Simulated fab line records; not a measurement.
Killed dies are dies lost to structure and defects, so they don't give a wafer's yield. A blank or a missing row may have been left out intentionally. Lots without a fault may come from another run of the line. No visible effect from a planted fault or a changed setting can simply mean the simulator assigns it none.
Which tool did it? || flow n5_finfet || 24 lots with 72 wafers sampled at 6 steps, on a route of 1938 steps

== WHAT THE GAUGES SHOWED, per wafer ==
N5_BEOL_M8_OCD_MEAS_38.
{"lot": "L074", "measured": "day 9 08:33", "on": "ocd-01", "trench_depth_nm (nm)": "89.5 93.4 93.9"}
{"lot": "L075", "measured": "day 9 13:09", "on": "ocd-01", "trench_depth_nm (nm)": "94.8 93.5 92.2"}
{"lot": "L076", "measured": "day 9 16:39", "on": "ocd-02", "trench_depth_nm (nm)": "90.2 92.7 90.1"}
{"lot": "L077", "measured": "day 9 23:28", "on": "ocd-02", "trench_depth_nm (nm)": "94.5 95.5 96.2"}
{"lot": "L078", "measured": "day 10 08:53", "on": "ocd-01", "trench_depth_nm (nm)": "93.3 93.9 94.2"}
{"lot": "L080", "measured": "day 10 19:40", "on": "ocd-01", "trench_depth_nm (nm)": "92.5 90.8 91.6"}
{"lot": "L079", "measured": "day 10 21:23", "on": "ocd-01", "trench_depth_nm (nm)": "93.5 91.4 92.7"}
{"lot": "L082", "measured": "day 11 08:11", "on": "ocd-01", "trench_depth_nm (nm)": "94.1 94.7 95.5"}
{"lot": "L081", "measured": "day 11 09:15", "on": "ocd-02", "trench_depth_nm (nm)": "92.8 94.3 94.1"}
{"lot": "L084", "measured": "day 11 16:57", "on": "ocd-02", "trench_depth_nm (nm)": "91.4 93.4 92.6"}
{"lot": "L083", "measured": "day 11 21:12", "on": "ocd-02", "trench_depth_nm (nm)": "93.7 93.3 93.7"}
{"lot": "L085", "measured": "day 12 02:44", "on": "ocd-01", "trench_depth_nm (nm)": "93.5 92.7 91.4"}
{"lot": "L086", "measured": "day 12 11:50", "on": "ocd-01", "trench_depth_nm (nm)": "94.3 93.6 94.0"}
{"lot": "L087", "measured": "day 13 00:29", "on": "ocd-01", "trench_depth_nm (nm)": "94.3 93.1 94.4"}
{"lot": "L088", "measured": "day 13 02:44", "on": "ocd-01", "trench_depth_nm (nm)": "93.2 93.2 92.9"}
{"lot": "L090", "measured": "day 13 02:54", "on": "ocd-02", "trench_depth_nm (nm)": "93.4 92.7 93.3"}
{"lot": "L089", "measured": "day 13 11:16", "on": "ocd-02", "trench_depth_nm (nm)": "94.8 95.0 93.5"}
{"lot": "L092", "measured": "day 13 11:44", "on": "ocd-01", "trench_depth_nm (nm)": "93.9 92.7 92.1"}
{"lot": "L091", "measured": "day 13 11:52", "on": "ocd-01", "trench_depth_nm (nm)": "91.3 93.3 92.4"}
{"lot": "L094", "measured": "day 14 12:09", "on": "ocd-01", "trench_depth_nm (nm)": "94.5 94.8 93.9"}
{"lot": "L093", "measured": "day 14 12:20", "on": "ocd-02", "trench_depth_nm (nm)": "92.3 93.1 92.1"}
{"lot": "L096", "measured": "day 15 09:19", "on": "ocd-01", "trench_depth_nm (nm)": "93.7 96.1 93.4"}
{"lot": "L095", "measured": "day 15 13:32", "on": "ocd-01", "trench_depth_nm (nm)": "95.6 93.5 95.9"}
{"lot": "L097", "measured": "day 15 17:07", "on": "ocd-01", "trench_depth_nm (nm)": "94.3 94.9 94.1"}

N5_BEOL_M8_CD_MEAS_35: target cd 40 nm.
{"lot": "L074", "measured": "day 9 08:42", "on": "cd_sem-02", "cd_nm (nm)": "40.2 39.9 40.0"}
{"lot": "L075", "measured": "day 9 13:18", "on": "cd_sem-03", "cd_nm (nm)": "39.1 39.7 40.0"}
{"lot": "L076", "measured": "day 9 16:49", "on": "cd_sem-01", "cd_nm (nm)": "40.0 40.1 39.9"}
{"lot": "L077", "measured": "day 9 23:38", "on": "cd_sem-03", "cd_nm (nm)": "40.2 40.8 39.7"}
{"lot": "L078", "measured": "day 10 09:03", "on": "cd_sem-01", "cd_nm (nm)": "40.7 40.3 40.7"}
{"lot": "L080", "measured": "day 10 19:50", "on": "cd_sem-01", "cd_nm (nm)": "39.8 39.4 39.7"}
{"lot": "L079", "measured": "day 10 21:32", "on": "cd_sem-02", "cd_nm (nm)": "39.5 40.1 39.1"}
{"lot": "L082", "measured": "day 11 08:20", "on": "cd_sem-02", "cd_nm (nm)": "40.5 40.6 40.4"}
{"lot": "L081", "measured": "day 11 09:24", "on": "cd_sem-01", "cd_nm (nm)": "40.1 40.4 40.1"}
{"lot": "L084", "measured": "day 11 17:12", "on": "cd_sem-03", "cd_nm (nm)": "40.2 40.6 40.2"}
{"lot": "L083", "measured": "day 11 21:21", "on": "cd_sem-01", "cd_nm (nm)": "40.7 40.1 39.5"}
{"lot": "L085", "measured": "day 12 02:54", "on": "cd_sem-01", "cd_nm (nm)": "39.2 39.4 39.0"}
{"lot": "L086", "measured": "day 12 11:59", "on": "cd_sem-03", "cd_nm (nm)": "40.5 40.2 40.4"}
{"lot": "L087", "measured": "day 13 00:38", "on": "cd_sem-02", "cd_nm (nm)": "40.2 40.3 40.1"}
{"lot": "L088", "measured": "day 13 02:53", "on": "cd_sem-03", "cd_nm (nm)": "39.2 39.4 40.1"}
{"lot": "L090", "measured": "day 13 03:03", "on": "cd_sem-02", "cd_nm (nm)": "39.8 40.0 40.0"}
{"lot": "L089", "measured": "day 13 11:25", "on": "cd_sem-01", "cd_nm (nm)": "39.7 40.1 40.3"}
{"lot": "L092", "measured": "day 13 11:53", "on": "cd_sem-03", "cd_nm (nm)": "39.6 40.1 39.8"}
{"lot": "L091", "measured": "day 13 12:01", "on": "cd_sem-03", "cd_nm (nm)": "39.3 39.3 39.5"}
{"lot": "L094", "measured": "day 14 12:19", "on": "cd_sem-02", "cd_nm (nm)": "39.8 39.3 40.2"}
{"lot": "L093", "measured": "day 14 12:29", "on": "cd_sem-03", "cd_nm (nm)": "39.5 39.8 39.0"}
{"lot": "L096", "measured": "day 15 09:28", "on": "cd_sem-02", "cd_nm (nm)": "39.9 39.6 40.1"}
{"lot": "L095", "measured": "day 15 13:41", "on": "cd_sem-03", "cd_nm (nm)": "40.5 40.2 39.5"}
{"lot": "L097", "measured": "day 15 17:16", "on": "cd_sem-02", "cd_nm (nm)": "40.8 40.6 40.0"}

N5_BEOL_M8_INSPECT_58: inspects for defects (darkfield).
{"lot": "L074", "measured": "day 9 11:40", "on": "defect_inspect-01", "raw_defect_count": "94 111 99"}
{"lot": "L075", "measured": "day 9 16:05", "on": "defect_inspect-01", "raw_defect_count": "91 62 83"}
{"lot": "L076", "measured": "day 9 20:40", "on": "defect_inspect-01", "raw_defect_count": "60 74 84"}
{"lot": "L077", "measured": "day 10 03:43", "on": "defect_inspect-01", "raw_defect_count": "53 92 87"}
{"lot": "L078", "measured": "day 10 13:25", "on": "defect_inspect-01", "raw_defect_count": "76 100 106"}
{"lot": "L080", "measured": "day 10 22:42", "on": "defect_inspect-02", "raw_defect_count": "103 57 70"}
{"lot": "L079", "measured": "day 10 23:50", "on": "defect_inspect-01", "raw_defect_count": "69 60 77"}
{"lot": "L082", "measured": "day 11 10:55", "on": "defect_inspect-01", "raw_defect_count": "33 35 54"}
{"lot": "L081", "measured": "day 11 12:05", "on": "defect_inspect-01", "raw_defect_count": "57 93 32"}
{"lot": "L084", "measured": "day 11 19:30", "on": "defect_inspect-02", "raw_defect_count": "50 88 83"}
{"lot": "L083", "measured": "day 11 23:33", "on": "defect_inspect-01", "raw_defect_count": "109 98 65"}
{"lot": "L085", "measured": "day 12 06:30", "on": "defect_inspect-02", "raw_defect_count": "109 43 77"}
{"lot": "L086", "measured": "day 12 14:39", "on": "defect_inspect-01", "raw_defect_count": "74 84 62"}
{"lot": "L087", "measured": "day 13 04:38", "on": "defect_inspect-02", "raw_defect_count": "86 55 75"}
{"lot": "L088", "measured": "day 13 05:37", "on": "defect_inspect-02", "raw_defect_count": "125 123 90"}
{"lot": "L090", "measured": "day 13 06:38", "on": "defect_inspect-01", "raw_defect_count": "46 40 57"}
{"lot": "L089", "measured": "day 13 14:16", "on": "defect_inspect-01", "raw_defect_count": "74 47 72"}
{"lot": "L092", "measured": "day 13 15:16", "on": "defect_inspect-02", "raw_defect_count": "165 71 105"}
{"lot": "L091", "measured": "day 13 15:32", "on": "defect_inspect-01", "raw_defect_count": "38 51 43"}
{"lot": "L094", "measured": "day 14 14:15", "on": "defect_inspect-01", "raw_defect_count": "128 48 72"}
{"lot": "L093", "measured": "day 14 14:55", "on": "defect_inspect-02", "raw_defect_count": "104 63 45"}
{"lot": "L096", "measured": "day 15 14:04", "on": "defect_inspect-02", "raw_defect_count": "104 87 151"}
{"lot": "L095", "measured": "day 15 16:08", "on": "defect_inspect-02", "raw_defect_count": "112 45 62"}
{"lot": "L097", "measured": "day 15 21:25", "on": "defect_inspect-02", "raw_defect_count": "99 76 61"}

N5_BEOL_M9_THK_MEAS_01.
{"lot": "L074", "measured": "day 9 12:17", "on": "film_metro-01", "M9_ILD_THK (nm)": "263.0 266.4 266.8"}
{"lot": "L075", "measured": "day 9 17:13", "on": "film_metro-01", "M9_ILD_THK (nm)": "261.6 264.7 264.6"}
{"lot": "L076", "measured": "day 9 21:19", "on": "film_metro-02", "M9_ILD_THK (nm)": "265.1 270.3 272.2"}
{"lot": "L077", "measured": "day 10 04:37", "on": "film_metro-01", "M9_ILD_THK (nm)": "264.1 267.1 270.1"}
{"lot": "L078", "measured": "day 10 15:03", "on": "film_metro-01", "M9_ILD_THK (nm)": "269.8 271.2 269.3"}
{"lot": "L080", "measured": "day 10 23:34", "on": "film_metro-01", "M9_ILD_THK (nm)": "266.4 269.5 269.5"}
{"lot": "L079", "measured": "day 11 00:31", "on": "film_metro-02", "M9_ILD_THK (nm)": "262.3 265.0 266.9"}
{"lot": "L082", "measured": "day 11 11:34", "on": "film_metro-01", "M9_ILD_THK (nm)": "263.0 267.6 271.2"}
{"lot": "L081", "measured": "day 11 12:43", "on": "film_metro-01", "M9_ILD_THK (nm)": "267.4 264.0 271.0"}
{"lot": "L084", "measured": "day 11 20:17", "on": "film_metro-02", "M9_ILD_THK (nm)": "263.4 268.7 271.9"}
{"lot": "L083", "measured": "day 12 00:13", "on": "film_metro-01", "M9_ILD_THK (nm)": "268.8 269.4 267.7"}
{"lot": "L085", "measured": "day 12 07:08", "on": "film_metro-01", "M9_ILD_THK (nm)": "262.6 268.7 267.8"}
{"lot": "L086", "measured": "day 12 15:17", "on": "film_metro-02", "M9_ILD_THK (nm)": "263.7 265.9 268.6"}
{"lot": "L087", "measured": "day 13 05:44", "on": "film_metro-01", "M9_ILD_THK (nm)": "268.7 263.6 268.9"}
{"lot": "L088", "measured": "day 13 06:43", "on": "film_metro-02", "M9_ILD_THK (nm)": "264.3 271.5 270.5"}
{"lot": "L090", "measured": "day 13 07:45", "on": "film_metro-02", "M9_ILD_THK (nm)": "269.6 267.9 270.4"}
{"lot": "L089", "measured": "day 13 14:53", "on": "film_metro-01", "M9_ILD_THK (nm)": "262.4 265.8 267.2"}
{"lot": "L092", "measured": "day 13 16:26", "on": "film_metro-02", "M9_ILD_THK (nm)": "262.4 268.5 265.3"}
{"lot": "L091", "measured": "day 13 16:19", "on": "film_metro-02", "M9_ILD_THK (nm)": "265.4 268.9 268.3"}
{"lot": "L094", "measured": "day 14 14:55", "on": "film_metro-02", "M9_ILD_THK (nm)": "264.1 267.0 266.3"}
{"lot": "L093", "measured": "day 14 16:01", "on": "film_metro-01", "M9_ILD_THK (nm)": "268.2 268.8 268.7"}
{"lot": "L096", "measured": "day 15 15:19", "on": "film_metro-01", "M9_ILD_THK (nm)": "262.9 265.8 269.0"}
{"lot": "L095", "measured": "day 15 17:14", "on": "film_metro-02", "M9_ILD_THK (nm)": "263.1 270.1 266.5"}
{"lot": "L097", "measured": "day 15 22:02", "on": "film_metro-02", "M9_ILD_THK (nm)": "265.1 268.1 268.4"}

== TOOL THAT RAN EACH LOT (tool first, then ch and the chambers of the sampled wafers, then the start) ==
{"lot": "L074", "N5_BEOL_M8_PRE_CLEAN_45": "pvd_sputter-01, day 9 09:44", "N5_BEOL_M9_ILD_DEP_00": "pecvd-04 ch 0,2, day 9 11:42"}
{"lot": "L075", "N5_BEOL_M8_PRE_CLEAN_45": "pvd_sputter-02, day 9 13:58", "N5_BEOL_M9_ILD_DEP_00": "pecvd-04 ch 0,1,2, day 9 16:07"}
{"lot": "L076", "N5_BEOL_M8_PRE_CLEAN_45": "pvd_sputter-03, day 9 18:09", "N5_BEOL_M9_ILD_DEP_00": "pecvd-03 ch 0,1, day 9 20:42"}
{"lot": "L077", "N5_BEOL_M8_PRE_CLEAN_45": "pvd_sputter-01, day 10 01:39", "N5_BEOL_M9_ILD_DEP_00": "pecvd-04 ch 1,2, day 10 03:44"}
{"lot": "L078", "N5_BEOL_M8_PRE_CLEAN_45": "pvd_sputter-01, day 10 11:46", "N5_BEOL_M9_ILD_DEP_00": "pecvd-04 ch 0,1,2, day 10 13:28"}
{"lot": "L080", "N5_BEOL_M8_PRE_CLEAN_45": "pvd_sputter-03, day 10 20:49", "N5_BEOL_M9_ILD_DEP_00": "pecvd-03 ch 0,1,2, day 10 22:44"}
{"lot": "L079", "N5_BEOL_M8_PRE_CLEAN_45": "pvd_sputter-02, day 10 22:16", "N5_BEOL_M9_ILD_DEP_00": "pecvd-03 ch 0,1, day 10 23:52"}
{"lot": "L082", "N5_BEOL_M8_PRE_CLEAN_45": "pvd_sputter-03, day 11 09:16", "N5_BEOL_M9_ILD_DEP_00": "pecvd-01 ch 2, day 11 10:57"}
{"lot": "L081", "N5_BEOL_M8_PRE_CLEAN_45": "pvd_sputter-03, day 11 09:53", "N5_BEOL_M9_ILD_DEP_00": "pecvd-04 ch 0,1,2, day 11 12:07"}
{"lot": "L084", "N5_BEOL_M8_PRE_CLEAN_45": "pvd_sputter-02, day 11 17:44", "N5_BEOL_M9_ILD_DEP_00": "pecvd-03 ch 1,2, day 11 19:32"}
{"lot": "L083", "N5_BEOL_M8_PRE_CLEAN_45": "pvd_sputter-02, day 11 21:58", "N5_BEOL_M9_ILD_DEP_00": "pecvd-04 ch 0,1, day 11 23:37"}
{"lot": "L085", "N5_BEOL_M8_PRE_CLEAN_45": "pvd_sputter-01, day 12 03:49", "N5_BEOL_M9_ILD_DEP_00": "pecvd-01 ch 0,1, day 12 06:32"}
{"lot": "L086", "N5_BEOL_M8_PRE_CLEAN_45": "pvd_sputter-02, day 12 12:31", "N5_BEOL_M9_ILD_DEP_00": "pecvd-01 ch 0,1,2, day 12 14:41"}
{"lot": "L087", "N5_BEOL_M8_PRE_CLEAN_45": "pvd_sputter-01, day 13 02:50", "N5_BEOL_M9_ILD_DEP_00": "pecvd-03 ch 1,2, day 13 04:40"}
{"lot": "L088", "N5_BEOL_M8_PRE_CLEAN_45": "pvd_sputter-01, day 13 03:26", "N5_BEOL_M9_ILD_DEP_00": "pecvd-04 ch 0,1, day 13 05:39"}
{"lot": "L090", "N5_BEOL_M8_PRE_CLEAN_45": "pvd_sputter-01, day 13 03:31", "N5_BEOL_M9_ILD_DEP_00": "pecvd-04 ch 1,2, day 13 06:40"}
{"lot": "L089", "N5_BEOL_M8_PRE_CLEAN_45": "pvd_sputter-03, day 13 12:10", "N5_BEOL_M9_ILD_DEP_00": "pecvd-01 ch 0,1,2, day 13 14:17"}
{"lot": "L092", "N5_BEOL_M8_PRE_CLEAN_45": "pvd_sputter-01, day 13 13:32", "N5_BEOL_M9_ILD_DEP_00": "pecvd-03 ch 0,1,2, day 13 15:18"}
{"lot": "L091", "N5_BEOL_M8_PRE_CLEAN_45": "pvd_sputter-01, day 13 13:47", "N5_BEOL_M9_ILD_DEP_00": "pecvd-04 ch 0,1, day 13 15:34"}
{"lot": "L094", "N5_BEOL_M8_PRE_CLEAN_45": "pvd_sputter-02, day 14 12:43", "N5_BEOL_M9_ILD_DEP_00": "pecvd-01 ch 0,2, day 14 14:17"}
{"lot": "L093", "N5_BEOL_M8_PRE_CLEAN_45": "pvd_sputter-02, day 14 13:01", "N5_BEOL_M9_ILD_DEP_00": "pecvd-01 ch 1,2, day 14 14:57"}
{"lot": "L096", "N5_BEOL_M8_PRE_CLEAN_45": "pvd_sputter-01, day 15 10:34", "N5_BEOL_M9_ILD_DEP_00": "pecvd-04 ch 0,1, day 15 14:06"}
{"lot": "L095", "N5_BEOL_M8_PRE_CLEAN_45": "pvd_sputter-03, day 15 14:28", "N5_BEOL_M9_ILD_DEP_00": "pecvd-04 ch 0,1,2, day 15 16:10"}
{"lot": "L097", "N5_BEOL_M8_PRE_CLEAN_45": "pvd_sputter-03, day 15 18:06", "N5_BEOL_M9_ILD_DEP_00": "pecvd-04 ch 1,2, day 15 21:26"}
- N5_BEOL_M8_PRE_CLEAN_45: time 30 s.
- N5_BEOL_M9_ILD_DEP_00: deposits SiCOH lowk from DEMS/porogen, target thk 308.51 nm, time 58 s.

== WHAT THE TOOLS THEMSELVES READ (means of the sampled wafers that have a number; where no wafer has one, the mark that the record gives instead) ==
N5_BEOL_M8_PRE_CLEAN_45.
{"lot": "L074", "tool": "pvd_sputter-01", "heater_power_w (W)": 315}
{"lot": "L075", "tool": "pvd_sputter-02", "heater_power_w (W)": 386}
{"lot": "L076", "tool": "pvd_sputter-03", "heater_power_w (W)": 309}
{"lot": "L077", "tool": "pvd_sputter-01", "heater_power_w (W)": 315}
{"lot": "L078", "tool": "pvd_sputter-01", "heater_power_w (W)": 341}
{"lot": "L080", "tool": "pvd_sputter-03", "heater_power_w (W)": 306}
{"lot": "L079", "tool": "pvd_sputter-02", "heater_power_w (W)": 372}
{"lot": "L082", "tool": "pvd_sputter-03", "heater_power_w (W)": 310}
{"lot": "L081", "tool": "pvd_sputter-03", "heater_power_w (W)": 327}
{"lot": "L084", "tool": "pvd_sputter-02", "heater_power_w (W)": 378}
{"lot": "L083", "tool": "pvd_sputter-02", "heater_power_w (W)": 399}
{"lot": "L085", "tool": "pvd_sputter-01", "heater_power_w (W)": 344}
{"lot": "L086", "tool": "pvd_sputter-02", "heater_power_w (W)": 362}
{"lot": "L087", "tool": "pvd_sputter-01", "heater_power_w (W)": 310}
{"lot": "L088", "tool": "pvd_sputter-01", "heater_power_w (W)": 323}
{"lot": "L090", "tool": "pvd_sputter-01", "heater_power_w (W)": 340}
{"lot": "L089", "tool": "pvd_sputter-03", "heater_power_w (W)": 332}
{"lot": "L092", "tool": "pvd_sputter-01", "heater_power_w (W)": 323}
{"lot": "L091", "tool": "pvd_sputter-01", "heater_power_w (W)": 307}
{"lot": "L094", "tool": "pvd_sputter-02", "heater_power_w (W)": 344}
{"lot": "L093", "tool": "pvd_sputter-02", "heater_power_w (W)": 345}
{"lot": "L096", "tool": "pvd_sputter-01", "heater_power_w (W)": 310}
{"lot": "L095", "tool": "pvd_sputter-03", "heater_power_w (W)": 314}
{"lot": "L097", "tool": "pvd_sputter-03", "heater_power_w (W)": 292}

N5_BEOL_M9_ILD_DEP_00.
{"lot": "L074", "tool": "pecvd-04", "heater_power_outer_w (W)": 185, "heater_power_w (W)": 377, "showerhead_plenum_p_Torr (Torr)": 5.732, "throttle_valve_pct (%)": 13.6}
{"lot": "L075", "tool": "pecvd-04", "heater_power_outer_w (W)": 182, "heater_power_w (W)": 372, "showerhead_plenum_p_Torr (Torr)": 5.729, "throttle_valve_pct (%)": 13.8}
{"lot": "L076", "tool": "pecvd-03", "heater_power_outer_w (W)": 123, "heater_power_w (W)": 282, "showerhead_plenum_p_Torr (Torr)": 5.732, "throttle_valve_pct (%)": 15.1}
{"lot": "L077", "tool": "pecvd-04", "heater_power_outer_w (W)": 193, "heater_power_w (W)": 389, "showerhead_plenum_p_Torr (Torr)": 5.731, "throttle_valve_pct (%)": 13.6}
{"lot": "L078", "tool": "pecvd-04", "heater_power_outer_w (W)": 187, "heater_power_w (W)": 383, "showerhead_plenum_p_Torr (Torr)": 5.733, "throttle_valve_pct (%)": 13.7}
{"lot": "L080", "tool": "pecvd-03", "heater_power_outer_w (W)": 125, "heater_power_w (W)": 279, "showerhead_plenum_p_Torr (Torr)": 5.720, "throttle_valve_pct (%)": 14.1}
{"lot": "L079", "tool": "pecvd-03", "heater_power_outer_w (W)": 151, "heater_power_w (W)": 306, "showerhead_plenum_p_Torr (Torr)": 5.726, "throttle_valve_pct (%)": 15.0}
{"lot": "L082", "tool": "pecvd-01", "heater_power_outer_w (W)": 146, "heater_power_w (W)": 297, "showerhead_plenum_p_Torr (Torr)": 5.746, "throttle_valve_pct (%)": 12.3}
{"lot": "L081", "tool": "pecvd-04", "heater_power_outer_w (W)": 177, "heater_power_w (W)": 367, "showerhead_plenum_p_Torr (Torr)": 5.730, "throttle_valve_pct (%)": 13.6}
{"lot": "L084", "tool": "pecvd-03", "heater_power_outer_w (W)": 131, "heater_power_w (W)": 276, "showerhead_plenum_p_Torr (Torr)": 5.725, "throttle_valve_pct (%)": 14.2}
{"lot": "L083", "tool": "pecvd-04", "heater_power_outer_w (W)": 146, "heater_power_w (W)": 338, "showerhead_plenum_p_Torr (Torr)": 5.733, "throttle_valve_pct (%)": 13.6}
{"lot": "L085", "tool": "pecvd-01", "heater_power_outer_w (W)": 102, "heater_power_w (W)": 234, "showerhead_plenum_p_Torr (Torr)": 5.715, "throttle_valve_pct (%)": 14.3}
{"lot": "L086", "tool": "pecvd-01", "heater_power_outer_w (W)": 124, "heater_power_w (W)": 262, "showerhead_plenum_p_Torr (Torr)": 5.723, "throttle_valve_pct (%)": 13.6}
{"lot": "L087", "tool": "pecvd-03", "heater_power_outer_w (W)": 106, "heater_power_w (W)": 243, "showerhead_plenum_p_Torr (Torr)": 5.725, "throttle_valve_pct (%)": 14.1}
{"lot": "L088", "tool": "pecvd-04", "heater_power_outer_w (W)": 170, "heater_power_w (W)": 358, "showerhead_plenum_p_Torr (Torr)": 5.745, "throttle_valve_pct (%)": 13.9}
{"lot": "L090", "tool": "pecvd-04", "heater_power_outer_w (W)": 212, "heater_power_w (W)": 429, "showerhead_plenum_p_Torr (Torr)": 5.724, "throttle_valve_pct (%)": 13.6}
{"lot": "L089", "tool": "pecvd-01", "heater_power_outer_w (W)": 114, "heater_power_w (W)": 248, "showerhead_plenum_p_Torr (Torr)": 5.727, "throttle_valve_pct (%)": 13.7}
{"lot": "L092", "tool": "pecvd-03", "heater_power_outer_w (W)": 111, "heater_power_w (W)": 271, "showerhead_plenum_p_Torr (Torr)": 5.720, "throttle_valve_pct (%)": 14.2}
{"lot": "L091", "tool": "pecvd-04", "heater_power_outer_w (W)": 162, "heater_power_w (W)": 360, "showerhead_plenum_p_Torr (Torr)": 5.730, "throttle_valve_pct (%)": 13.5}
{"lot": "L094", "tool": "pecvd-01", "heater_power_outer_w (W)": 145, "heater_power_w (W)": 289, "showerhead_plenum_p_Torr (Torr)": 5.737, "throttle_valve_pct (%)": 13.4}
{"lot": "L093", "tool": "pecvd-01", "heater_power_outer_w (W)": 105, "heater_power_w (W)": 233, "showerhead_plenum_p_Torr (Torr)": 5.726, "throttle_valve_pct (%)": 13.2}
{"lot": "L096", "tool": "pecvd-04", "heater_power_outer_w (W)": 143, "heater_power_w (W)": 320, "showerhead_plenum_p_Torr (Torr)": 5.741, "throttle_valve_pct (%)": 13.8}
{"lot": "L095", "tool": "pecvd-04", "heater_power_outer_w (W)": 175, "heater_power_w (W)": 369, "showerhead_plenum_p_Torr (Torr)": 5.722, "throttle_valve_pct (%)": 13.7}
{"lot": "L097", "tool": "pecvd-04", "heater_power_outer_w (W)": 188, "heater_power_w (W)": 397, "showerhead_plenum_p_Torr (Torr)": 5.727, "throttle_valve_pct (%)": 13.4}

== THE ANSWER, worked out from the rows above alone ==
Rule: the lots themselves supply what counts as usual. Put in order of their means at a reading, lots are off if they are a third of the lots or fewer, leave a main group of 4 or more, and stand apart from it by a gap of 3 or more times the standard deviation of the main group's means; of several such gaps the widest counts. The tables above print the reading to a certain number of digits; a main group whose means all agree to those digits is not used. Also off: a lot with no number at a reading for which 4 or more lots have one. Any other lot the step has rows for is counted as sound. Order of review: gauges by route order, followed by the tools' own readings, for which a lot's mean as printed above is used. At the first step where some lot is off, the reading lying furthest off is the one used; lots without a number count as furthest.
No lot is off on any of the readings shown, so nothing can be concluded from this.

== WHAT WAS PUT IN BY THE SIMULATOR ==
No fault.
